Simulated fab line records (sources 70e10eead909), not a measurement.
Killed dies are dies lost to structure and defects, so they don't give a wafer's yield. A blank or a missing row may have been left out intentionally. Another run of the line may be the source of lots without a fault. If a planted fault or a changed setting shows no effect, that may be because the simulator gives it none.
fab line records    flow nand_harc
record: lots: 5  wafers: 15  last_day: 31
route steps=1302 shown P_M2@324 P_BONDPAD@351 END@1302
lots untouched by any fault: they come from a run of this same line in which no faults occurred
start_h: the number of hours between the record's first day and the start of the first shown wafer of the lot    wait_h: how many hours have passed since the lot's step before this one    " the same as in the row above    L1.1+2: one row covering several wafers at once    - no value present, or no start provided    * or withheld: withheld    < > ~ a bound
route shown NAME@n: NAME is a module with steps in the file, n the number in the route of the first one    usual: mean/standard deviation of fault-free wafers    same: alike in all rows    chamber/n: place in a boat    sites: each site's reading    _std_site: standard deviation across them    _edge_site: mean of outer sites minus mean of inner sites    radius_mm: how far each site lies from the wafer's centre    mask NAME#n: copy n    behind: tool/chamber where the wafer was last shaped    hold: why the lot was held/for how many hours/how that ended    device: transistor that didn't switch, given as n, p or np    end of line: at the end of the route, the tests of the same wafers    a step without rows: its recipe alone    killed: dies lost to structure and defects at the first sort, not the wafer's yield    map: shows each die of a wafer: x if killed, . if not, _ if none is there
set.NAME: the setting as run; set.NAME@STEP: as run at that earlier step    model.NAME: the simulator's own value behind a step, which no gauge read
a table for each step, a row for each wafer; lots at some steps of the route
services: when a tool's chamber went out of use (start_h, in hours from the record's first day, below 0 if earlier), for how many hours, and the reason
== steps ==
step: NHARC_P_M2_EBR_05
step: NHARC_P_M2_EXPOSE_06
recipe: na: 1.35  target_cd_nm: 170  dose_mj: 80.78  mask_id: P_M2
step: NHARC_P_M2_PEB_07
recipe: peb_temp_c: 100  peb_time_s: 65
step: NHARC_P_M2_DEVELOP_08
recipe: develop_time_s: 35  dev_temp_c: 23
step: NHARC_P_M2_DESCUM_14
recipe: time_s: 3  o2_flow_sccm: 200  ar_flow_sccm: 0  bias_power_w: 0  chemistry: O2
step: NHARC_P_M2_ETCH_35
recipe: target_depth_a: 400  overetch_a: 120  time_s: 43.94  ion_energy_ev: 200  n2_flow_sccm: 150  h2_flow_sccm: 150  ar_flow_sccm: 0  rf_w: 400  bias_w: 150  chemistry: N2/H2
step: NHARC_P_M2_ETCH_15
recipe: target_depth_a: 1825  time_s: 91.2  c4f8_flow_sccm: withheld  ar_flow_sccm: 400  rf_w: 600  bias_w: 300  chemistry: C4F8/Ar
step: NHARC_P_M2_STRIP_18
recipe: power_w: 1000  n2_flow_sccm: 150  h2_flow_sccm: 150  ar_flow_sccm: 0  bias_w: 0  chemistry: N2/H2
step: NHARC_P_M2_ETCH_28
recipe: target_depth_a: 300  over_etch_frac: 0.3  time_s: 72.99  ion_energy_ev: 150  cf4_flow_sccm: 50  n2_flow_sccm: 100  ar_flow_sccm: 150  rf_w: 300  bias_w: 100  chemistry: CF4/N2
usual: bias_w: 100.0/0.31  drypump_motor_current_A: 5.7/0.48  oes_product_au: 1.004/0.0095  rf_vpp_V: 314.4/2.2  showerhead_plenum_p_Torr: 2.63/0.11  throttle_valve_pct: 19.793/0.0084
lot.wafer  tool         chamber  start_h  wait_h  bias_w  drypump_motor_current_A  oes_product_au  rf_hours_counter_h  rf_vpp_V  showerhead_plenum_p_Torr  throttle_valve_pct
L765.3     rie_diel-05  1        198.30   -       100.2   5.9                      1.013           6.3                 314.1     2.63                      19.808
L765.1     "            0        "        "       100.4   6.1                      1.015           6.3                 313.2     2.62                      19.797
L765.4     "            1        "        "       100.1   6.0                      1.007           -                   315.1     2.63                      19.788
L769.2     rie_diel-01  1        242.82   -       100.0   6.2                      0.999           2.1                 313.0     2.57                      19.804
L769.6     "            0        "        "       99.6    5.1                      1.007           -                   312.4     2.48                      19.788
L769.5     "            1        "        "       100.0   6.2                      1.008           -                   314.1     2.57                      19.794
L774.3     rie_diel-05  0        297.99   -       99.6    6.1                      1.006           2.6                 314.5     2.62                      19.801
L774.2     "            2        "        "       99.6    5.5                      1.001           3.0                 314.8     2.55                      19.801
L774.6     "            3        "        "       100.3   6.4                      1.003           -                   318.8     2.81                      19.802
L775.4     rie_diel-05  0        309.49   -       100.1   6.1                      1.010           2.7                 314.9     2.62                      19.804
L775.6     "            0        "        "       100.4   6.1                      1.002           -                   314.0     2.62                      19.793
L775.5     "            1        "        "       99.8    6.0                      1.003           -                   314.5     2.62                      19.799
L776.2     rie_diel-05  2        310.34   -       100.0   5.5                      1.000           3.3                 312.4     2.55                      19.810
L776.6     "            1        "        "       100.2   6.0                      1.013           -                   314.1     2.62                      19.800
L776.5     "            2        "        "       99.7    5.5                      1.004           -                   312.2     2.55                      19.792
step: NHARC_P_M2_STRIP_19
recipe: time_s: 600  temp_c: 30  chemistry: post_etch_residue_remover
step: NHARC_P_M2_DEGAS_29
recipe: temp_c: 250  time_s: 60
step: NHARC_P_M2_PRE_CLEAN_30
recipe: time_s: 30  temp_c: 280  gas: H2/He
step: NHARC_P_M2_PVD_20
recipe: target_thk_a: 50  bias_v: 168.6  power_w: 15000  chamber_pressure_pa: 0.12  time_s: 8.06  substrate_temp_c: 50  material: TaN
step: NHARC_P_M2_PVD_21
recipe: target_thk_a: 300  chamber_pressure_pa: 5  power_w: 5000  substrate_temp_c: 30  time_s: 20.49  material: Cu
step: NHARC_P_M2_ECD_22
recipe: target_thk_a: 4000  bath_temp_c: 25  material: Cu
step: NHARC_P_M2_ANNEAL_31
recipe: temp_c: 225  time_s: 90
step: NHARC_P_M2_CMP_23
recipe: t_overpolish_s: 20  target_thk_nm: 144.3
step: NHARC_P_M2_SRD_25
step: NHARC_P_M2_PRE_CLEAN_32
recipe: time_s: 12  temp_c: 370  rf_power_w: 300  gas: NH3
step: NHARC_P_M2_DEP_33
recipe: target_thk_a: 300  temp_c: 370  target_thk_nm: 30  pressure_torr: 3  flow_sccm: 200  rf_w: 450  material: SiCN
step: NHARC_P_BONDPAD_DEP_00
recipe: target_thk_a: 2500  temp_c: 370  target_thk_nm: 250  pressure_torr: 3  flow_sccm: 200  rf_w: 450  material: SiCN
step: NHARC_P_BONDPAD_CMP_32
recipe: target_thk_nm: 200  material: SiCN
step: NHARC_P_BONDPAD_SRD_34
step: NHARC_P_BONDPAD_DEHYDRATE_01
recipe: temp_c: 150  time_s: 120
step: NHARC_P_BONDPAD_HMDS_02
recipe: time_s: 30
step: NHARC_P_BONDPAD_COAT_36
recipe: temp_c: 200  time_s: 65
step: NHARC_P_BONDPAD_COAT_03
recipe: spin_rpm: 2000  resist_thk_nm: 600
step: NHARC_P_BONDPAD_SOFTBAKE_04
recipe: temp_c: 125  time_s: 70
step: NHARC_P_BONDPAD_EBR_05
step: NHARC_P_BONDPAD_EXPOSE_06
recipe: na: 0.55  dose_mj: 37.06  mask_id: P_BPAD
step: NHARC_P_BONDPAD_PEB_07
recipe: peb_temp_c: 128  peb_time_s: 80
step: NHARC_P_BONDPAD_DEVELOP_08
recipe: time_s: 50  dev_temp_c: 22
step: NHARC_END_SORT_01
recipe: temp_c: 25
usual: defect_limited_yield: 90.9/2.6  killed_at_array: 57/18  killed_at_other: 0.8/1  killed_at_periphery: 3.9/2.8  killed_dies: 62/18  killed_open: 3.4/1.8  killed_short: 2.2/1.6
same: gross_dies: 677
lot.wafer  tool       chamber  start_h  wait_h  defect_limited_yield[%]  killed_at_array  killed_at_other  killed_at_periphery  killed_dies  killed_open  killed_short
L765.1     prober-01  0        622.44   2.5     94.8                     33               0                2                    35           5            0
L765.4     prober-01  0        624.81   3.4     95.0                     28               2                4                    34           4            1
L774.2     prober-01  0        741.79   2.8     84.6                     57               2                45                   104          2            0
L774.3     prober-01  0        742.60   3.1     86.0                     72               1                22                   95           1            1
L774.6     prober-01  0        745.02   4.0     82.6                     63               1                54                   118          6            5
L776.2     prober-01  0        749.74   2.8     78.9                     94               0                49                   143          3            1
L776.5     prober-01  0        752.13   3.7     80.4                     86               0                47                   133          3            4
L776.6     prober-01  0        752.93   4.0     78.9                     73               0                70                   143          1            3
L775.4     prober-02  0        751.25   3.3     91.0                     37               0                24                   61           3            3
L775.5     prober-02  0        752.04   3.6     84.6                     32               0                72                   104          3            2
L775.6     prober-02  0        752.82   3.9     88.6                     41               4                32                   77           4            1
killed by level:class
L765.1 A_SLIT:chamber_film_flake=19 A_CHANNEL_HOLE_D2:chamber_film_flake=4 A_CHANNEL_HOLE_D1:chamber_film_flake=3 P_STI:geometric_particle:open=1 A_CHANNEL_FILL_D1:geometric_particle:open=1 A_DECK1_JOINT:geometric_particle:open=1 A_CHANNEL_HOLE_D2:geometric_particle:open=1 A_CONTACT:geometric_particle:open=1
L765.4 A_SLIT:chamber_film_flake=13 A_CHANNEL_HOLE_D2:chamber_film_flake=8 A_CHANNEL_HOLE_D1:chamber_film_flake=3 THIN_TSV:chamber_film_flake=2 P_GATE:geometric_particle:open=1 P_CONTACT:geometric_particle:short=1 A_CHANNEL_FILL_D2:geometric_particle:open=1 A_WL_FILL:geometric_particle:open=1
L774.2 P_M2:unspecified=45 A_CHANNEL_HOLE_D2:chamber_film_flake=23 A_SLIT:chamber_film_flake=21 A_CHANNEL_HOLE_D1:chamber_film_flake=4 A_STAIRCASE:chamber_film_flake=2 A_SGD_CUT:chamber_film_flake=2 THIN_TSV:chamber_film_flake=2 A_CHANNEL_FILL_D1:geometric_particle:open=1
L774.3 A_SLIT:chamber_film_flake=39 P_M2:unspecified=22 A_CHANNEL_HOLE_D2:chamber_film_flake=16 A_CHANNEL_HOLE_D1:chamber_film_flake=5 A_CONTACT:chamber_film_flake=5 A_SGD_CUT:chamber_film_flake=3 A_CHANNEL_FILL_D1:geometric_particle:short=1 A_CONTACT:geometric_particle:open=1
L774.6 P_M2:unspecified=52 A_SLIT:chamber_film_flake=27 A_CHANNEL_HOLE_D2:chamber_film_flake=16 A_CHANNEL_HOLE_D1:chamber_film_flake=5 A_CONTACT:chamber_film_flake=3 A_BLC:geometric_particle:open=2 P_M0:geometric_particle:open=1 A_CHANNEL_HOLE_D2:geometric_particle:short=1
L776.2 P_M2:unspecified=44 A_CHANNEL_HOLE_D1:chamber_film_flake=38 A_SLIT:chamber_film_flake=27 A_CHANNEL_HOLE_D2:chamber_film_flake=12 A_CONTACT:chamber_film_flake=3 A_BONDPAD:chamber_film_flake=3 P_GATE:chamber_film_flake=2 P_M1:chamber_film_flake=2
L775.4 P_M2:unspecified=18 A_CHANNEL_HOLE_D1:chamber_film_flake=16 A_CONTACT:chamber_film_flake=4 A_STAIRCASE:chamber_film_flake=3 A_SLIT:chamber_film_flake=3 A_M1:chamber_film_flake=3 P_STI:chamber_film_flake=2 P_M1:chamber_film_flake=2
L775.5 P_M2:unspecified=67 A_CHANNEL_HOLE_D1:chamber_film_flake=8 A_CONTACT:chamber_film_flake=5 A_STAIRCASE:chamber_film_flake=4 A_SLIT:chamber_film_flake=4 P_M1:chamber_film_flake=3 A_WL_FILL:geometric_particle:open=2 A_CHANNEL_FILL_D1:chamber_film_flake=2
L776.5 P_M2:unspecified=45 A_CHANNEL_HOLE_D1:chamber_film_flake=29 A_SLIT:chamber_film_flake=19 A_CHANNEL_HOLE_D2:chamber_film_flake=12 A_BONDPAD:chamber_film_flake=8 A_CONTACT:chamber_film_flake=6 A_WL_FILL:chamber_film_flake=3 A_DECK1_JOINT:chamber_film_flake=2
L775.6 P_M2:unspecified=24 A_CHANNEL_HOLE_D1:chamber_film_flake=11 A_SLIT:chamber_film_flake=7 A_CONTACT:chamber_film_flake=7 P_GATE:chamber_film_flake=5 THIN_TSV:chamber_film_flake=4 A_STAIRCASE:chamber_film_flake=3 A_WL_FILL:geometric_particle:open=2
L776.6 P_M2:unspecified=65 A_SLIT:chamber_film_flake=25 A_CHANNEL_HOLE_D2:chamber_film_flake=19 A_CHANNEL_HOLE_D1:chamber_film_flake=13 A_BONDPAD:chamber_film_flake=5 P_GATE:chamber_film_flake=2 P_M1:chamber_film_flake=2 A_CHANNEL_FILL_D2:chamber_film_flake=2
map L774.6 (x killed, . not)
____________.____________
_________xxx...._________
_______.x..x......_______
______.x..xx.......______
_____..xxx.x........_____
____.....x..x........____
____.................____
___........x..........___
___...................___
__.....................__
__.....................__
_.........x............._
_.....................xx_
_.....................xx_
_...................xx.._
_..................xxx.x_
..................x.xxxxx
...................xxxxx.
..................x.xxxx.
x..................xxxx.x
......................x..
_..x...............x...._
_...........xx........x._
_.x.............x......._
_..x..............x....._
_....................x.x_
__........x.x..........__
__......x.........x....__
___........x.xx.xx....___
___.......xxxxxxxx....___
____.....x.x.xxxxx...____
____......x.xxxxxx...____
_____.....xxxxxxxxx._____
______......xxxxxx.______
_______....xxxxxxx_______
_________...xxxx_________
____________x____________
map L775.5 (x killed, . not)
____________.____________
_________.x....._________
_______x.xxxx....._______
______.x.xx.xx.....______
_____...xxxx........_____
____x.xxxxxxxx.......____
____..xxxxxxxx.......____
___...xxxxxxxx........___
___...xxxxxxx.........___
__.....xxxxxxx.x.......__
__...xxxxxxxxx.........__
_......xxxxxx..........._
_.....xxx.xxx..........._
_.....x..x.........x...._
_....x....x.x..........x_
_......................._
......x.......x..........
....................x....
.........................
..x......................
.........................
_......................._
_x.............x....x..._
_..x...................._
_......................._
_.x..............x......_
__...............x....x__
__...x....x.......x..x.__
___.................x.___
___..............x....___
____.................____
____.........x.....x.____
_____..............x_____
______.............______
_______..........._______
_________......._________
____________.____________
== services ==
tool         chamber  start_h  hours  kind
rie_diel-05  0        184.16   -      clean
rie_diel-05  1        184.16   -      clean
rie_diel-05  2        184.16   -      clean
rie_diel-05  3        184.16   -      clean
rie_diel-01  -        184.45   1.1    repair
rie_diel-01  -        198.81   0.7    repair
rie_diel-01  -        203.85   9.0    pm
rie_diel-05  0        208.66   -      clean
rie_diel-05  1        208.66   -      clean
rie_diel-05  2        208.66   -      clean
rie_diel-05  3        208.66   -      clean
rie_diel-01  -        225.96   3.8    repair
rie_diel-05  -        229.66   9.0    pm
rie_diel-05  0        229.66   9.0    vent_cycle
rie_diel-05  1        229.66   9.0    vent_cycle
rie_diel-05  2        229.66   9.0    vent_cycle
rie_diel-05  3        229.66   9.0    vent_cycle
rie_diel-05  0        238.66   -      clean
rie_diel-05  1        238.66   -      clean
rie_diel-05  2        238.66   -      clean
rie_diel-05  3        238.66   -      clean
rie_diel-05  2        240.45   12.0   repair
rie_diel-05  0        263.16   -      clean
rie_diel-01  -        308.35   1.8    repair
== key ==
first_sign: step: NHARC_END_SORT_01  reading: killed_at_periphery  direction: up  sigmas: 15  usual: 3.9  struck: 46.1
effect: step: NHARC_END_SORT_01  reading: defect_limited_yield  direction: down  sigmas: 2.6  usual: 90.9  struck: 83.9  wafers_moved: 5
more_kills_born_at: NHARC_P_M2_ETCH_28@rie_diel-05: 382
met_at NHARC_P_M2_ETCH_28
struck_wafers L774.2,L774.3,L774.6,L775.4,L775.5,L775.6,L776.2,L776.5,L776.6
onset_between 198.30 297.99
also_fits time
fault: kind: chamber_particle_source  tool: rie_diel-05  chamber: -  onset_h: 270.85  steps: NHARC_P_M2_ETCH_28  rate_per_visit_cm2: 0.4643  end_h: 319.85
